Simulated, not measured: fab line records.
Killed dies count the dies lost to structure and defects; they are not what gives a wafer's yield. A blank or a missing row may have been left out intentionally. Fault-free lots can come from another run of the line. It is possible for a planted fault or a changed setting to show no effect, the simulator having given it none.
fab line records + flow n5-finfet
record:
- lots: 24
- wafers: 72
- last-day: 21
route steps=1938 shown BEOL_M2@904 BEOL_M3@945
lots that met no fault: taken from a fault-free run of the same line
start-h: start of the lot's first displayed wafer, in hours after the record's first day + wait-h: hours from the lot's prior step to this one + " same as the row above + L1.1+2: one row covering several wafers at once + - no value present, or no start provided + * or withheld: withheld + < > ~ a bound
route shown NAME@n: a module of which the file shows steps, and the number in the route of the first + usual: the fault-free wafers' mean and standard deviation + same: alike in all rows + chamber/n: place in a boat + sites: the reading at each site + _std_site: their standard deviation + _edge_site: the outer-site mean with the inner-site mean subtracted + radius-mm: how far each site lies from the wafer's centre + mask NAME#n: copy n + behind: the last tool/chamber to shape the wafer + hold: why the lot was held/for how many hours/how that ended + device: transistor that didn't switch, given as n, p or np + end of line: tests of these same wafers at the route's end + a step with no rows: only its recipe + killed: the dies lost at the first sort to structure and to defects; this is not the yield of the wafer + map: shows each die of a wafer: x if killed, . if not, _ if none is there
set.NAME: the setting that was run; set.NAME@STEP: the one run at that earlier step + model.NAME: the simulator's own value behind a step, which no gauge read
the route's steps for a sample of lots (tables are steps, rows are wafers)
services: from which hour (start-h, from the record's first day; less than 0 if before it) a tool's chamber was out of use, for how many hours, and why
== steps ==
step: N5_BEOL_M2_SPUTTER_48
recipe:
- material: Cu
- target-thk-a: 45
- temp-c: -20
- chamber-pressure-pa: 0.07
- power-w: withheld
- time-s: 8.29
usual:
- throttle-valve-pct: 29.6/0.87
| lot.wafer | tool           | chamber | start-h | wait-h | throttle-valve-pct |
|-----------|----------------|---------|---------|--------|--------------------|
| L075.2    | pvd-sputter-03 | -       | 155.98  | 0.1    | 28.9               |
| L075.5    | "              | -       | "       | "      | 29.0               |
| L075.6    | "              | -       | "       | "      | 30.4               |
| L074.2    | pvd-sputter-02 | -       | 156.04  | 0.1    | 30.0               |
| L074.3    | "              | -       | "       | "      | 29.2               |
| L074.4    | "              | -       | "       | "      | 30.3               |
| L076.2    | pvd-sputter-02 | -       | 159.96  | 0.1    | 29.2               |
| L076.4    | "              | -       | "       | "      | 28.0               |
| L076.6    | "              | -       | "       | "      | 29.8               |
| L077.3    | pvd-sputter-02 | -       | 161.84  | 0.3    | 27.6               |
| L077.4    | "              | -       | "       | "      | 30.5               |
| L077.6    | "              | -       | "       | "      | 27.8               |
| L078.1    | pvd-sputter-02 | -       | 166.60  | 0.2    | 28.0               |
| L078.2    | "              | -       | "       | "      | 30.3               |
| L078.4    | "              | -       | "       | "      | 29.2               |
| L080.1    | pvd-sputter-02 | -       | 175.41  | 0.2    | 27.6               |
| L080.4    | "              | -       | "       | "      | 29.8               |
| L080.6    | "              | -       | "       | "      | 27.5               |
| L079.1    | pvd-sputter-02 | -       | 178.71  | 0.2    | 30.4               |
| L079.4    | "              | -       | "       | "      | 30.2               |
| L079.6    | "              | -       | "       | "      | 30.0               |
| L082.2    | pvd-sputter-02 | -       | 192.96  | 0.1    | 29.3               |
| L082.3    | "              | -       | "       | "      | 30.2               |
| L082.6    | "              | -       | "       | "      | 28.0               |
| L081.2    | pvd-sputter-01 | -       | 193.26  | 0.2    | 29.9               |
| L081.4    | "              | -       | "       | "      | 29.0               |
| L081.6    | "              | -       | "       | "      | 29.6               |
| L084.1    | pvd-sputter-03 | -       | 210.79  | 0.2    | 30.9               |
| L084.2    | "              | -       | "       | "      | 30.2               |
| L084.5    | "              | -       | "       | "      | 29.2               |
| L083.3    | pvd-sputter-01 | -       | 212.09  | 1.4    | 29.9               |
| L083.5    | "              | -       | "       | "      | 29.7               |
| L083.6    | "              | -       | "       | "      | 29.7               |
| L085.2    | pvd-sputter-02 | -       | 219.40  | 0.1    | 29.4               |
| L085.4    | "              | -       | "       | "      | 30.4               |
| L085.5    | "              | -       | "       | "      | 30.1               |
| L086.1    | pvd-sputter-02 | -       | 225.71  | 0.1    | 30.0               |
| L086.2    | "              | -       | "       | "      | 29.2               |
| L086.4    | "              | -       | "       | "      | 30.1               |
| L087.3    | pvd-sputter-02 | -       | 227.77  | 0.1    | 29.2               |
| L087.4    | "              | -       | "       | "      | 28.0               |
| L087.6    | "              | -       | "       | "      | 29.8               |
| L088.1    | pvd-sputter-01 | -       | 233.30  | 0.1    | 30.0               |
| L088.3    | "              | -       | "       | "      | 30.0               |
| L088.5    | "              | -       | "       | "      | 29.9               |
| L090.1    | pvd-sputter-03 | -       | 236.13  | 0.1    | 30.9               |
| L090.2    | "              | -       | "       | "      | 30.1               |
| L090.4    | "              | -       | "       | "      | 30.0               |
| L089.1    | pvd-sputter-03 | -       | 238.01  | 1.7    | 30.4               |
| L089.4    | "              | -       | "       | "      | 29.2               |
| L089.6    | "              | -       | "       | "      | 30.6               |
| L091.2    | pvd-sputter-02 | -       | 274.06  | 0.1    | 29.7               |
| L091.3    | "              | -       | "       | "      | 30.4               |
| L091.5    | "              | -       | "       | "      | 30.0               |
| L093.3    | pvd-sputter-01 | -       | 279.72  | 1.8    | 30.1               |
| L093.4    | "              | -       | "       | "      | 29.9               |
| L093.6    | "              | -       | "       | "      | 30.0               |
| L092.1    | pvd-sputter-03 | -       | 283.59  | 0.9    | 30.1               |
| L092.4    | "              | -       | "       | "      | 30.6               |
| L092.5    | "              | -       | "       | "      | 29.2               |
| L094.1    | pvd-sputter-01 | -       | 289.70  | 0.2    | 29.9               |
| L094.2    | "              | -       | "       | "      | 29.9               |
| L094.4    | "              | -       | "       | "      | 29.8               |
| L096.1    | pvd-sputter-02 | -       | 311.98  | 0.1    | 29.8               |
| L096.3    | "              | -       | "       | "      | 30.2               |
| L096.5    | "              | -       | "       | "      | 30.0               |
| L095.1    | pvd-sputter-02 | -       | 314.65  | 0.1    | 29.1               |
| L095.3    | "              | -       | "       | "      | 29.8               |
| L095.6    | "              | -       | "       | "      | 30.2               |
| L097.1    | pvd-sputter-03 | -       | 322.70  | 0.1    | 30.2               |
| L097.4    | "              | -       | "       | "      | 29.2               |
| L097.5    | "              | -       | "       | "      | 30.5               |
step: N5_BEOL_M2_SPUTTER_88
recipe:
- material: Cu
- target-thk-a: 45
- temp-c: -20
- chamber-pressure-pa: 0.07
- power-w: withheld
- time-s: 8.29
usual:
- throttle-valve-pct: 29.5/0.87
| lot.wafer | tool           | chamber | start-h | wait-h | throttle-valve-pct |
|-----------|----------------|---------|---------|--------|--------------------|
| L075.2    | pvd-sputter-03 | -       | 156.86  | 0.1    | 29.1               |
| L075.5    | "              | -       | "       | "      | 29.1               |
| L075.6    | "              | -       | "       | "      | 30.3               |
| L074.2    | pvd-sputter-02 | -       | 156.92  | 0.1    | 29.9               |
| L074.3    | "              | -       | "       | "      | 28.9               |
| L074.4    | "              | -       | "       | "      | 30.1               |
| L076.2    | pvd-sputter-02 | -       | 160.84  | 0.1    | 29.1               |
| L076.4    | "              | -       | "       | "      | 27.7               |
| L076.6    | "              | -       | "       | "      | 30.0               |
| L077.3    | pvd-sputter-02 | -       | 162.72  | 0.1    | 27.6               |
| L077.4    | "              | -       | "       | "      | 30.0               |
| L077.6    | "              | -       | "       | "      | 27.7               |
| L078.1    | pvd-sputter-02 | -       | 167.48  | 0.1    | 27.8               |
| L078.2    | "              | -       | "       | "      | 29.9               |
| L078.4    | "              | -       | "       | "      | 29.2               |
| L080.1    | pvd-sputter-02 | -       | 176.29  | 0.1    | 27.7               |
| L080.4    | "              | -       | "       | "      | 30.0               |
| L080.6    | "              | -       | "       | "      | 27.9               |
| L079.1    | pvd-sputter-02 | -       | 179.59  | 0.1    | 30.2               |
| L079.4    | "              | -       | "       | "      | 30.1               |
| L079.6    | "              | -       | "       | "      | 29.7               |
| L082.2    | pvd-sputter-02 | -       | 193.84  | 0.1    | 29.2               |
| L082.3    | "              | -       | "       | "      | 29.9               |
| L082.6    | "              | -       | "       | "      | 27.7               |
| L081.2    | pvd-sputter-01 | -       | 194.14  | 0.1    | 29.8               |
| L081.4    | "              | -       | "       | "      | 29.1               |
| L081.6    | "              | -       | "       | "      | 30.1               |
| L084.1    | pvd-sputter-03 | -       | 211.67  | 0.1    | 30.8               |
| L084.2    | "              | -       | "       | "      | 30.1               |
| L084.5    | "              | -       | "       | "      | 29.2               |
| L083.3    | pvd-sputter-01 | -       | 212.97  | 0.1    | 29.8               |
| L083.5    | "              | -       | "       | "      | 29.7               |
| L083.6    | "              | -       | "       | "      | 29.7               |
| L085.2    | pvd-sputter-02 | -       | 220.28  | 0.1    | 29.4               |
| L085.4    | "              | -       | "       | "      | 30.1               |
| L085.5    | "              | -       | "       | "      | 29.8               |
| L086.1    | pvd-sputter-02 | -       | 226.59  | 0.1    | 30.2               |
| L086.2    | "              | -       | "       | "      | 29.3               |
| L086.4    | "              | -       | "       | "      | 30.2               |
| L087.3    | pvd-sputter-02 | -       | 228.65  | 0.1    | 29.1               |
| L087.4    | "              | -       | "       | "      | 27.7               |
| L087.6    | "              | -       | "       | "      | 29.7               |
| L088.1    | pvd-sputter-01 | -       | 234.18  | 0.1    | 29.9               |
| L088.3    | "              | -       | "       | "      | 29.8               |
| L088.5    | "              | -       | "       | "      | 29.9               |
| L090.1    | pvd-sputter-03 | -       | 237.01  | 0.1    | 30.9               |
| L090.2    | "              | -       | "       | "      | 30.0               |
| L090.4    | "              | -       | "       | "      | 30.1               |
| L089.1    | pvd-sputter-03 | -       | 238.89  | 0.1    | 29.8               |
| L089.4    | "              | -       | "       | "      | 29.3               |
| L089.6    | "              | -       | "       | "      | 30.7               |
| L091.2    | pvd-sputter-02 | -       | 274.94  | 0.1    | 30.3               |
| L091.3    | "              | -       | "       | "      | 30.2               |
| L091.5    | "              | -       | "       | "      | 29.8               |
| L093.3    | pvd-sputter-01 | -       | 280.60  | 0.1    | 29.8               |
| L093.4    | "              | -       | "       | "      | 29.7               |
| L093.6    | "              | -       | "       | "      | 29.8               |
| L092.1    | pvd-sputter-03 | -       | 284.47  | 0.1    | 29.9               |
| L092.4    | "              | -       | "       | "      | 30.8               |
| L092.5    | "              | -       | "       | "      | 28.9               |
| L094.1    | pvd-sputter-01 | -       | 290.58  | 0.1    | 30.2               |
| L094.2    | "              | -       | "       | "      | 29.7               |
| L094.4    | "              | -       | "       | "      | 29.9               |
| L096.1    | pvd-sputter-02 | -       | 312.86  | 0.1    | 30.0               |
| L096.3    | "              | -       | "       | "      | 30.0               |
| L096.5    | "              | -       | "       | "      | 29.9               |
| L095.1    | pvd-sputter-02 | -       | 315.53  | 0.1    | 29.2               |
| L095.3    | "              | -       | "       | "      | 30.1               |
| L095.6    | "              | -       | "       | "      | 30.2               |
| L097.1    | pvd-sputter-03 | -       | 323.58  | 0.1    | 30.0               |
| L097.4    | "              | -       | "       | "      | 29.2               |
| L097.5    | "              | -       | "       | "      | 30.7               |
step: N5_BEOL_M2_SPUTTER_96
recipe:
- material: Cu
- target-thk-a: 45
- temp-c: -20
- chamber-pressure-pa: 0.07
- power-w: withheld
- time-s: 8.29
usual:
- throttle-valve-pct: 29.5/0.88
| lot.wafer | tool           | chamber | start-h | wait-h | throttle-valve-pct |
|-----------|----------------|---------|---------|--------|--------------------|
| L075.2    | pvd-sputter-03 | -       | 157.74  | 0.1    | 29.0               |
| L075.5    | "              | -       | "       | "      | 29.1               |
| L075.6    | "              | -       | "       | "      | 30.3               |
| L074.2    | pvd-sputter-02 | -       | 157.80  | 0.1    | 30.0               |
| L074.3    | "              | -       | "       | "      | 28.9               |
| L074.4    | "              | -       | "       | "      | 30.6               |
| L076.2    | pvd-sputter-02 | -       | 161.72  | 0.1    | 29.2               |
| L076.4    | "              | -       | "       | "      | 27.7               |
| L076.6    | "              | -       | "       | "      | 29.9               |
| L077.3    | pvd-sputter-02 | -       | 163.60  | 0.1    | 27.8               |
| L077.4    | "              | -       | "       | "      | 30.4               |
| L077.6    | "              | -       | "       | "      | 27.9               |
| L078.1    | pvd-sputter-02 | -       | 168.36  | 0.1    | 27.9               |
| L078.2    | "              | -       | "       | "      | 30.0               |
| L078.4    | "              | -       | "       | "      | 29.4               |
| L080.1    | pvd-sputter-02 | -       | 177.17  | 0.1    | 27.8               |
| L080.4    | "              | -       | "       | "      | 30.2               |
| L080.6    | "              | -       | "       | "      | 27.7               |
| L079.1    | pvd-sputter-02 | -       | 180.47  | 0.1    | 30.4               |
| L079.4    | "              | -       | "       | "      | 29.8               |
| L079.6    | "              | -       | "       | "      | 29.7               |
| L082.2    | pvd-sputter-02 | -       | 194.72  | 0.1    | 29.2               |
| L082.3    | "              | -       | "       | "      | 29.9               |
| L082.6    | "              | -       | "       | "      | 27.7               |
| L081.2    | pvd-sputter-01 | -       | 195.02  | 0.1    | 30.1               |
| L081.4    | "              | -       | "       | "      | 28.7               |
| L081.6    | "              | -       | "       | "      | 29.7               |
| L084.1    | pvd-sputter-03 | -       | 212.55  | 0.1    | 30.8               |
| L084.2    | "              | -       | "       | "      | 30.2               |
| L084.5    | "              | -       | "       | "      | 29.1               |
| L083.3    | pvd-sputter-01 | -       | 215.61  | 0.1    | 29.7               |
| L083.5    | "              | -       | "       | "      | 29.9               |
| L083.6    | "              | -       | "       | "      | 30.1               |
| L085.2    | pvd-sputter-02 | -       | 221.16  | 0.1    | 29.0               |
| L085.4    | "              | -       | "       | "      | 30.2               |
| L085.5    | "              | -       | "       | "      | 29.7               |
| L086.1    | pvd-sputter-02 | -       | 227.47  | 0.1    | 30.0               |
| L086.2    | "              | -       | "       | "      | 28.9               |
| L086.4    | "              | -       | "       | "      | 30.1               |
| L087.3    | pvd-sputter-02 | -       | 229.53  | 0.1    | 29.1               |
| L087.4    | "              | -       | "       | "      | 27.7               |
| L087.6    | "              | -       | "       | "      | 30.1               |
| L088.1    | pvd-sputter-01 | -       | 235.06  | 0.1    | 29.9               |
| L088.3    | "              | -       | "       | "      | 29.9               |
| L088.5    | "              | -       | "       | "      | 29.9               |
| L090.1    | pvd-sputter-03 | -       | 237.89  | 0.1    | 30.7               |
| L090.2    | "              | -       | "       | "      | 30.2               |
| L090.4    | "              | -       | "       | "      | 29.7               |
| L089.1    | pvd-sputter-03 | -       | 239.77  | 0.1    | 30.4               |
| L089.4    | "              | -       | "       | "      | 29.0               |
| L089.6    | "              | -       | "       | "      | 30.9               |
| L091.2    | pvd-sputter-02 | -       | 275.82  | 0.1    | 30.0               |
| L091.3    | "              | -       | "       | "      | 30.1               |
| L091.5    | "              | -       | "       | "      | 29.9               |
| L093.3    | pvd-sputter-01 | -       | 281.48  | 0.1    | 29.6               |
| L093.4    | "              | -       | "       | "      | 29.8               |
| L093.6    | "              | -       | "       | "      | 30.1               |
| L092.1    | pvd-sputter-03 | -       | 285.35  | 0.1    | 30.1               |
| L092.4    | "              | -       | "       | "      | 30.6               |
| L092.5    | "              | -       | "       | "      | 28.9               |
| L094.1    | pvd-sputter-01 | -       | 291.46  | 0.1    | 30.1               |
| L094.2    | "              | -       | "       | "      | 29.7               |
| L094.4    | "              | -       | "       | "      | 29.6               |
| L096.1    | pvd-sputter-02 | -       | 313.74  | 0.1    | 29.7               |
| L096.3    | "              | -       | "       | "      | 30.3               |
| L096.5    | "              | -       | "       | "      | 30.0               |
| L095.1    | pvd-sputter-02 | -       | 316.41  | 0.1    | 29.3               |
| L095.3    | "              | -       | "       | "      | 29.8               |
| L095.6    | "              | -       | "       | "      | 30.2               |
| L097.1    | pvd-sputter-03 | -       | 324.46  | 0.1    | 30.2               |
| L097.4    | "              | -       | "       | "      | 29.1               |
| L097.5    | "              | -       | "       | "      | 30.8               |
step: N5_BEOL_M3_OVL_MEAS_12
recipe:
- points-per-wafer: 522
usual:
- M3_OVL: -0.1/0.66
| lot.wafer | tool       | chamber | start-h | wait-h | M3_OVL[nm] |
|-----------|------------|---------|---------|--------|------------|
| L075.2    | overlay-01 | 0       | 160.78  | 0.0    | -0.4       |
| L075.5    | "          | 0       | "       | "      | -0.6       |
| L075.6    | "          | 0       | "       | "      | -0.6       |
| L074.2    | overlay-02 | 0       | 161.01  | 0.0    | -0.2       |
| L074.3    | "          | 0       | "       | "      | 0.4        |
| L074.4    | "          | 0       | "       | "      | 0.9        |
| L076.2    | overlay-02 | 0       | 164.24  | 0.0    | 0.4        |
| L076.4    | "          | 0       | "       | "      | 0.4        |
| L076.6    | "          | 0       | "       | "      | 0.6        |
| L077.3    | overlay-01 | 0       | 166.30  | 0.0    | -0.2       |
| L077.4    | "          | 0       | "       | "      | 0.7        |
| L077.6    | "          | 0       | "       | "      | 0.9        |
| L078.1    | overlay-02 | 0       | 170.96  | 0.0    | -0.5       |
| L078.2    | "          | 0       | "       | "      | -0.5       |
| L078.4    | "          | 0       | "       | "      | 0.5        |
| L080.1    | overlay-01 | 0       | 181.36  | 0.0    | -0.3       |
| L080.4    | "          | 0       | "       | "      | -1.3       |
| L080.6    | "          | 0       | "       | "      | -0.4       |
| L079.1    | overlay-01 | 0       | 182.43  | 0.0    | -0.1       |
| L079.4    | "          | 0       | "       | "      | -0.1       |
| L079.6    | "          | 0       | "       | "      | 0.6        |
| L082.2    | overlay-01 | 0       | 196.57  | 0.0    | -1.7       |
| L082.3    | "          | 0       | "       | "      | -0.3       |
| L082.6    | "          | 0       | "       | "      | -1.7       |
| L081.2    | overlay-01 | 0       | 199.19  | 0.0    | -0.3       |
| L081.4    | "          | 0       | "       | "      | -1.5       |
| L081.6    | "          | 0       | "       | "      | -0.3       |
| L084.1    | overlay-01 | 0       | 215.86  | 0.0    | -0.3       |
| L084.2    | "          | 0       | "       | "      | 0.3        |
| L084.5    | "          | 0       | "       | "      | -0.3       |
| L083.3    | overlay-01 | 0       | 218.81  | 0.0    | -0.6       |
| L083.5    | "          | 0       | "       | "      | 0.3        |
| L083.6    | "          | 0       | "       | "      | -0.5       |
| L085.2    | overlay-01 | 0       | 224.42  | 0.1    | -0.2       |
| L085.4    | "          | 0       | "       | "      | 0.1        |
| L085.5    | "          | 0       | "       | "      | -0.9       |
| L086.1    | overlay-01 | 0       | 231.24  | 0.0    | -0.3       |
| L086.2    | "          | 0       | "       | "      | 0.1        |
| L086.4    | "          | 0       | "       | "      | 1.0        |
| L087.3    | overlay-01 | 0       | 232.17  | 0.0    | -0.7       |
| L087.4    | "          | 0       | "       | "      | -0.1       |
| L087.6    | "          | 0       | "       | "      | 0.2        |
| L088.1    | overlay-01 | 0       | 240.04  | 0.0    | 0.3        |
| L088.3    | "          | 0       | "       | "      | 0.2        |
| L088.5    | "          | 0       | "       | "      | -0.3       |
| L090.1    | overlay-01 | 0       | 240.54  | 0.0    | -0.7       |
| L090.2    | "          | 0       | "       | "      | -1.3       |
| L090.4    | "          | 0       | "       | "      | -1.7       |
| L089.1    | overlay-01 | 0       | 241.57  | 0.1    | -0.1       |
| L089.4    | "          | 0       | "       | "      | 0.7        |
| L089.6    | "          | 0       | "       | "      | 1.1        |
| L091.2    | overlay-01 | 0       | 280.66  | 0.0    | 0.4        |
| L091.3    | "          | 0       | "       | "      | 1.0        |
| L091.5    | "          | 0       | "       | "      | 0.1        |
| L093.3    | overlay-01 | 0       | 285.97  | 0.0    | 0.2        |
| L093.4    | "          | 0       | "       | "      | 0.1        |
| L093.6    | "          | 0       | "       | "      | 1.3        |
| L092.1    | overlay-01 | 0       | 287.97  | 0.0    | -0.4       |
| L092.4    | "          | 0       | "       | "      | -0.8       |
| L092.5    | "          | 0       | "       | "      | -0.2       |
| L094.1    | overlay-01 | 0       | 295.53  | 0.0    | -1.1       |
| L094.2    | "          | 0       | "       | "      | -0.3       |
| L094.4    | "          | 0       | "       | "      | -0.9       |
| L096.1    | overlay-01 | 0       | 317.79  | 0.0    | 0.2        |
| L096.3    | "          | 0       | "       | "      | -0.3       |
| L096.5    | "          | 0       | "       | "      | -0.4       |
| L095.1    | overlay-01 | 0       | 318.53  | 0.0    | 0.5        |
| L095.3    | "          | 0       | "       | "      | 0.0        |
| L095.6    | "          | 0       | "       | "      | 0.0        |
| L097.1    | overlay-01 | 0       | 327.66  | 0.0    | -0.8       |
| L097.4    | "          | 0       | "       | "      | 0.7        |
| L097.5    | "          | 0       | "       | "      | 0.2        |
step: N5_BEOL_M3_CD_MEAS_18
recipe:
- pitch-nm: 36
- target-cd-nm: 18
usual:
- cd-nm: 18.2/0.39
| lot.wafer | tool      | chamber | start-h | wait-h | cd-nm |
|-----------|-----------|---------|---------|--------|-------|
| L075.2    | cd-sem-03 | -       | 161.40  | 0.1    | 18.3  |
| L075.5    | "         | -       | "       | "      | 19.1  |
| L075.6    | "         | -       | "       | "      | 18.8  |
| L074.2    | cd-sem-03 | -       | 161.60  | 0.1    | 18.0  |
| L074.3    | "         | -       | "       | "      | 18.8  |
| L074.4    | "         | -       | "       | "      | 17.6  |
| L076.2    | cd-sem-02 | -       | 164.75  | 0.1    | 18.3  |
| L076.4    | "         | -       | "       | "      | 18.6  |
| L076.6    | "         | -       | "       | "      | 18.2  |
| L077.3    | cd-sem-03 | -       | 167.13  | 0.1    | 18.4  |
| L077.4    | "         | -       | "       | "      | 18.2  |
| L077.6    | "         | -       | "       | "      | 18.4  |
| L078.1    | cd-sem-02 | -       | 171.48  | 0.0    | 18.1  |
| L078.2    | "         | -       | "       | "      | 18.6  |
| L078.4    | "         | -       | "       | "      | 18.3  |
| L080.1    | cd-sem-03 | -       | 181.88  | 0.0    | 18.3  |
| L080.4    | "         | -       | "       | "      | 18.5  |
| L080.6    | "         | -       | "       | "      | 18.8  |
| L079.1    | cd-sem-02 | -       | 183.04  | 0.0    | 18.7  |
| L079.4    | "         | -       | "       | "      | 17.8  |
| L079.6    | "         | -       | "       | "      | 18.0  |
| L082.2    | cd-sem-01 | -       | 197.09  | 0.1    | 18.8  |
| L082.3    | "         | -       | "       | "      | 18.5  |
| L082.6    | "         | -       | "       | "      | 18.7  |
| L081.2    | cd-sem-01 | -       | 199.71  | 0.1    | 18.2  |
| L081.4    | "         | -       | "       | "      | 18.1  |
| L081.6    | "         | -       | "       | "      | 18.4  |
| L084.1    | cd-sem-01 | -       | 216.39  | 0.0    | 18.4  |
| L084.2    | "         | -       | "       | "      | 18.0  |
| L084.5    | "         | -       | "       | "      | 18.4  |
| L083.3    | cd-sem-03 | -       | 219.32  | 0.1    | 18.4  |
| L083.5    | "         | -       | "       | "      | 17.5  |
| L083.6    | "         | -       | "       | "      | 17.5  |
| L085.2    | cd-sem-01 | -       | 225.46  | 0.1    | 17.9  |
| L085.4    | "         | -       | "       | "      | 18.2  |
| L085.5    | "         | -       | "       | "      | 18.6  |
| L086.1    | cd-sem-01 | -       | 232.00  | 0.0    | 18.5  |
| L086.2    | "         | -       | "       | "      | 18.8  |
| L086.4    | "         | -       | "       | "      | 18.1  |
| L087.3    | cd-sem-03 | -       | 232.70  | 0.1    | 18.1  |
| L087.4    | "         | -       | "       | "      | 18.5  |
| L087.6    | "         | -       | "       | "      | 18.5  |
| L088.1    | cd-sem-03 | -       | 240.56  | 0.0    | 18.4  |
| L088.3    | "         | -       | "       | "      | 18.2  |
| L088.5    | "         | -       | "       | "      | 18.5  |
| L090.1    | cd-sem-01 | -       | 241.06  | 0.0    | 17.4  |
| L090.2    | "         | -       | "       | "      | 17.9  |
| L090.4    | "         | -       | "       | "      | 18.0  |
| L089.1    | cd-sem-03 | -       | 242.17  | 0.0    | 18.4  |
| L089.4    | "         | -       | "       | "      | 18.6  |
| L089.6    | "         | -       | "       | "      | 18.1  |
| L091.2    | cd-sem-01 | -       | 281.61  | 0.1    | 17.5  |
| L091.3    | "         | -       | "       | "      | 17.7  |
| L091.5    | "         | -       | "       | "      | 17.8  |
| L093.3    | cd-sem-03 | -       | 286.57  | 0.1    | 17.6  |
| L093.4    | "         | -       | "       | "      | 18.2  |
| L093.6    | "         | -       | "       | "      | 17.8  |
| L092.1    | cd-sem-02 | -       | 288.62  | 0.0    | 18.2  |
| L092.4    | "         | -       | "       | "      | 18.0  |
| L092.5    | "         | -       | "       | "      | 18.8  |
| L094.1    | cd-sem-02 | -       | 296.08  | 0.1    | 17.9  |
| L094.2    | "         | -       | "       | "      | 17.4  |
| L094.4    | "         | -       | "       | "      | 17.6  |
| L096.1    | cd-sem-01 | -       | 318.34  | 0.0    | 18.8  |
| L096.3    | "         | -       | "       | "      | 18.2  |
| L096.5    | "         | -       | "       | "      | 18.8  |
| L095.1    | cd-sem-03 | -       | 319.05  | 0.0    | 17.8  |
| L095.3    | "         | -       | "       | "      | 18.7  |
| L095.6    | "         | -       | "       | "      | 18.1  |
| L097.1    | cd-sem-02 | -       | 328.22  | 0.0    | 18.6  |
| L097.4    | "         | -       | "       | "      | 19.0  |
| L097.5    | "         | -       | "       | "      | 17.9  |
step: N5_BEOL_M3_OVL_MEAS_29
recipe:
- points-per-wafer: 522
usual:
- V2_OVL: 0.4/0.76
| lot.wafer | tool       | chamber | start-h | wait-h | V2_OVL[nm] |
|-----------|------------|---------|---------|--------|------------|
| L075.2    | overlay-01 | 0       | 161.76  | 0.0    | -0.2       |
| L075.5    | "          | 0       | "       | "      | 1.1        |
| L075.6    | "          | 0       | "       | "      | 0.9        |
| L074.2    | overlay-01 | 0       | 161.96  | 0.0    | 1.0        |
| L074.3    | "          | 0       | "       | "      | -0.3       |
| L074.4    | "          | 0       | "       | "      | 0.1        |
| L076.2    | overlay-01 | 0       | 165.11  | 0.0    | 1.3        |
| L076.4    | "          | 0       | "       | "      | 0.9        |
| L076.6    | "          | 0       | "       | "      | 1.0        |
| L077.3    | overlay-02 | 0       | 167.49  | 0.0    | 0.0        |
| L077.4    | "          | 0       | "       | "      | -1.0       |
| L077.6    | "          | 0       | "       | "      | -1.5       |
| L078.1    | overlay-01 | 0       | 171.83  | 0.0    | 0.3        |
| L078.2    | "          | 0       | "       | "      | -0.4       |
| L078.4    | "          | 0       | "       | "      | -0.8       |
| L080.1    | overlay-02 | 0       | 182.36  | 0.0    | 0.4        |
| L080.4    | "          | 0       | "       | "      | 0.8        |
| L080.6    | "          | 0       | "       | "      | 0.7        |
| L079.1    | overlay-01 | 0       | 183.39  | 0.0    | 0.4        |
| L079.4    | "          | 0       | "       | "      | 1.2        |
| L079.6    | "          | 0       | "       | "      | 1.3        |
| L082.2    | overlay-01 | 0       | 197.44  | 0.0    | 0.1        |
| L082.3    | "          | 0       | "       | "      | -0.1       |
| L082.6    | "          | 0       | "       | "      | -0.7       |
| L081.2    | overlay-01 | 0       | 200.06  | 0.0    | 0.8        |
| L081.4    | "          | 0       | "       | "      | 1.1        |
| L081.6    | "          | 0       | "       | "      | 0.7        |
| L084.1    | overlay-01 | 0       | 216.74  | 0.0    | -0.3       |
| L084.2    | "          | 0       | "       | "      | -0.4       |
| L084.5    | "          | 0       | "       | "      | -0.1       |
| L083.3    | overlay-01 | 0       | 219.80  | 0.0    | -0.5       |
| L083.5    | "          | 0       | "       | "      | -0.1       |
| L083.6    | "          | 0       | "       | "      | 1.9        |
| L085.2    | overlay-01 | 0       | 225.82  | 0.0    | 0.9        |
| L085.4    | "          | 0       | "       | "      | 0.9        |
| L085.5    | "          | 0       | "       | "      | 0.9        |
| L086.1    | overlay-01 | 0       | 232.35  | 0.0    | 1.0        |
| L086.2    | "          | 0       | "       | "      | -0.1       |
| L086.4    | "          | 0       | "       | "      | -0.4       |
| L087.3    | overlay-01 | 0       | 233.06  | 0.0    | 0.5        |
| L087.4    | "          | 0       | "       | "      | -0.6       |
| L087.6    | "          | 0       | "       | "      | 0.9        |
| L088.1    | overlay-01 | 0       | 241.03  | 0.0    | -0.2       |
| L088.3    | "          | 0       | "       | "      | 0.4        |
| L088.5    | "          | 0       | "       | "      | -0.1       |
| L090.1    | overlay-01 | 0       | 241.54  | 0.0    | 0.3        |
| L090.2    | "          | 0       | "       | "      | 0.4        |
| L090.4    | "          | 0       | "       | "      | 2.0        |
| L089.1    | overlay-01 | 0       | 242.64  | 0.0    | 0.8        |
| L089.4    | "          | 0       | "       | "      | -0.2       |
| L089.6    | "          | 0       | "       | "      | 0.3        |
| L091.2    | overlay-01 | 0       | 281.96  | 0.0    | 0.9        |
| L091.3    | "          | 0       | "       | "      | -0.1       |
| L091.5    | "          | 0       | "       | "      | 0.5        |
| L093.3    | overlay-01 | 0       | 286.94  | 0.0    | 1.7        |
| L093.4    | "          | 0       | "       | "      | 1.6        |
| L093.6    | "          | 0       | "       | "      | 0.9        |
| L092.1    | overlay-01 | 0       | 289.09  | 0.0    | 0.4        |
| L092.4    | "          | 0       | "       | "      | 1.2        |
| L092.5    | "          | 0       | "       | "      | 0.4        |
| L094.1    | overlay-01 | 0       | 296.55  | 0.0    | 1.0        |
| L094.2    | "          | 0       | "       | "      | 0.2        |
| L094.4    | "          | 0       | "       | "      | -1.0       |
| L096.1    | overlay-01 | 0       | 318.69  | 0.0    | -1.5       |
| L096.3    | "          | 0       | "       | "      | -0.9       |
| L096.5    | "          | 0       | "       | "      | -0.6       |
| L095.1    | overlay-01 | 0       | 319.40  | 0.0    | -0.1       |
| L095.3    | "          | 0       | "       | "      | 0.9        |
| L095.6    | "          | 0       | "       | "      | -0.5       |
| L097.1    | overlay-02 | 0       | 328.58  | 0.0    | 1.1        |
| L097.4    | "          | 0       | "       | "      | 1.4        |
| L097.5    | "          | 0       | "       | "      | 0.1        |
== services ==
| tool           | chamber | start-h | hours | kind   |
|----------------|---------|---------|-------|--------|
| pvd-sputter-03 | -       | 138.99  | 2.0   | repair |
| pvd-sputter-02 | -       | 172.82  | 0.6   | repair |
| pvd-sputter-01 | -       | 292.47  | 20.0  | repair |
== key ==
fault none
